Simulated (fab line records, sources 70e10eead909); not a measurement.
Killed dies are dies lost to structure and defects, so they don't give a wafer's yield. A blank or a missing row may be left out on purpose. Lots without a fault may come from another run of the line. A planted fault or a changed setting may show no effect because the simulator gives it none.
Chamber matching | flow nand_harc | NHARC_A_STAIRCASE_DESCUM_291 on rie_diel-01: 4 sister chambers
The step chemistry O2, time 3 s. 20 wafers are shown with their chamber, then 10 later ones without.

WAFERS WITH THEIR CHAMBER
wafer  | chamber | showerhead_plenum_p_Torr (Torr) | drypump_motor_current_A (A) | o2_flow_sccm (sccm)
L080.3 | 2       | 1.80                            | 5.9                         | 200.4
L080.5 | 1       | 1.96                            | 4.8                         | 199.6
L080.6 | 0       | 1.87                            | 5.7                         | 200.8
L083.2 | 3       | 1.80                            | 5.3                         | 200.8
L083.5 | 2       | 1.80                            | 5.9                         | 199.8
L083.6 | 3       | 1.80                            | 5.3                         | 199.8
L082.4 | 0       | 1.87                            | 5.7                         | 200.2
L082.5 | 1       | 1.95                            | 4.8                         | 198.7
L082.6 | 2       | 1.80                            | 5.9                         | 199.4
L085.3 | 3       | 1.80                            | 5.2                         | 199.6
L085.4 | 2       | 1.80                            | 5.9                         | 200.1
L085.5 | 2       | 1.80                            | 5.9                         | 198.5
L084.4 | 3       | 1.80                            | 5.3                         | 199.4
L084.5 | 3       | 1.80                            | 5.3                         | 200.3
L084.6 | 0       | 1.87                            | 5.6                         | 201.0
L086.2 | 0       | 1.87                            | 5.7                         | 200.3
L086.5 | 3       | 1.80                            | 5.2                         | 200.2
L086.6 | 0       | 1.87                            | 5.7                         | 200.7
L089.3 | 2       | 1.79                            | 5.9                         | 199.6
L089.5 | 3       | 1.80                            | 5.3                         | 199.9

SIGNATURES (means of the wafers above)
reading                  | chamber 0 | chamber 1 | chamber 2 | chamber 3 | scatter within a chamber
showerhead_plenum_p_Torr | 1.8700    | 1.9550    | 1.7983    | 1.8000    | 0.00289
drypump_motor_current_A  | 5.680     | 4.800     | 5.900     | 5.271     | 0.0373
o2_flow_sccm             | 200.600   | 199.150   | 199.633   | 200.000   | 0.523
Rule: a wafer's distance from a chamber is the root of the sum, over the readings, of the square of ((its reading less the chamber's mean) divided by the reading's scatter). The wafer belongs to the nearest chamber; if the next one is less than 2 further off, it can't be placed. The scatter: the root of (the sum of the squares of (reading less its chamber's mean) over the shown wafers, divided by (wafers less chambers)).

WAFERS WITHOUT THEIR CHAMBER
wafer  | showerhead_plenum_p_Torr (Torr) | drypump_motor_current_A (A) | o2_flow_sccm (sccm)
L089.6 | 1.86                            | 5.7                         | 199.9
L090.1 | 1.80                            | 5.2                         | 199.4
L090.2 | 1.95                            | 4.8                         | 201.8
L090.3 | 1.86                            | 5.7                         | 200.4
L092.1 | 1.80                            | 5.2                         | 199.1
L092.2 | 1.95                            | 4.8                         | 199.5
L092.5 | 1.79                            | 5.9                         | 200.2
L096.1 | 1.86                            | 5.7                         | 199.6
L096.3 | 1.79                            | 5.2                         | 199.8
L096.6 | 1.79                            | 5.2                         | 200.5

WHICH CHAMBER EACH WENT THROUGH
wafer  | from the rows above | in truth
L089.6 | 0                   | 0
L090.1 | 3                   | 3
L090.2 | 1                   | 1
L090.3 | 0                   | 0
L092.1 | 3                   | 3
L092.2 | 1                   | 1
L092.5 | 2                   | 2
L096.1 | 0                   | 0
L096.3 | 3                   | 3
L096.6 | 3                   | 3
Placed correctly: 10 of 10. Can't be placed from these rows: 0. Placed wrongly: 0.
